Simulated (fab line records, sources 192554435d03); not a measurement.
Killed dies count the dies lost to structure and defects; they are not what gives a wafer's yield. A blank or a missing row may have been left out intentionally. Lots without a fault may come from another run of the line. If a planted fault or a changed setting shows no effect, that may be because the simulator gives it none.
A struck lot beside a sound one / flow n5_finfet / 15 steps out of a route of 1938
Sound: these wafers, L504.3, L504.4. Wafers struck: L518.2, L518.3, L518.5. The cause comes at the end.
For every step that has rows: the tool of each side, followed by ch and its chambers, followed by its first start. Under that, the readings that differ: sound wafers / struck wafers / difference of the means / sigmas: that difference in standard deviations of wafers without a fault.
alike: words and numbers the same on both sides, and readings whose means are apart by under 2 such deviations; not compared: readings that were withheld, readings missing a value for some wafer, numbers with overlapping values and no deviation given by the record, and bounds like >300 which may hide the same value.
The two part at a step that has a row with sigmas, a row that says differs or no value, or rows on one side only. Numbers that don't overlap but have no deviation are shown without sigmas and don't part them. A reading missing from all wafers of one side parts the sides only when that side holds two or more wafers.

N5_GATE_CUT_CMP_61: polishes, stops on SiNx, t overpolish 3 s.
  sound on cmp-02 ch 0,1, day 5 15:13; struck on cmp-01 ch 0,1,2, day 8 22:16
  alike: head_pressure_psi, motor_current_A, slurry_flow_ml_min
  not compared: pad_life_wafers
N5_GATE_CUT_INSPECT_26: inspects for defects (darkfield).
  struck on defect_inspect-02, day 8 22:26; sound on defect_inspect-01, day 5 15:27
  alike: raw_defect_count
then, 9 steps without rows for these wafers: N5_MOL_CONTACT_COAG_COAT_103 (time 60 s, resist thk 80 nm); N5_MOL_CONTACT_COAG_COAT_104 (time 60 s, resist thk 12 nm); N5_MOL_CONTACT_COAG_COAT_58 (time 60 s, resist thk 10 nm); N5_MOL_CONTACT_COAG_COAT_02 (resist thk 30 nm); N5_MOL_CONTACT_COAG_EBR_04; N5_MOL_CONTACT_COAG_SOFTBAKE_03 (time 60 s); N5_MOL_CONTACT_COAG_EXPOSE_05 (exposes mask CA, defocus 0 nm); N5_MOL_CONTACT_COAG_PEB_06 (peb time 60 s); N5_MOL_CONTACT_COAG_DEVELOP_07 (develop time 30 s).
N5_MOL_CONTACT_COAG_CD_MEAS_08: target cd 28 nm.
  sound on cd_sem-03 ch 0, day 5 15:55; struck on cd_sem-03 ch 0, day 8 22:52
reading=cd_nm (nm); sound=28.12 27.76; struck=29.72 29.32 29.46; difference=+1.56; sigmas=+6
N5_MOL_CONTACT_COAG_OVL_MEAS_09:
  sound on overlay-02 ch 0, day 5 15:58; struck on overlay-02 ch 0, day 8 22:54
  alike: CA_OVL
-- record jumps: 4 days separate the struck wafers' starts on either side; left off in module MOL_CONTACT_COAG, taken up again in module BEOL_M4, whose first shown step is the route's number 1111 --
N5_BEOL_M4_RC_MEAS_101:
  sound on prober-01 ch 0, day 9 22:58; struck on prober-02 ch 0, day 13 04:00
reading=IOFF_N (nA/um); sound=0.183 0.176; struck=0.127 0.122 0.109; difference=-0.060; sigmas=-2
reading=IOFF_P (nA/um); sound=0.22 0.21; struck=0.16 0.15 0.14; difference=-0.07; sigmas=-2
reading=VT_N (mV); sound=245 248; struck=254 256 257; difference=+9; sigmas=+3
  alike: DIBL_N, DIBL_P, ION_N, ION_P, SS_N, SS_P, VT_P
next, for these wafers, 1 step has no rows: N5_PASSIVATION_PROBE_49.

WHERE THEY PART
Earliest at N5_MOL_CONTACT_COAG_CD_MEAS_08; latest, in this record, at N5_BEOL_M4_RC_MEAS_101.

WHY: the cause the simulator had injected
Metrology matching offset: cd_sem-03, from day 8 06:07 on, at N5_MOL_CONTACT_COAG_CD_MEAS_08. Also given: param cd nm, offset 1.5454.
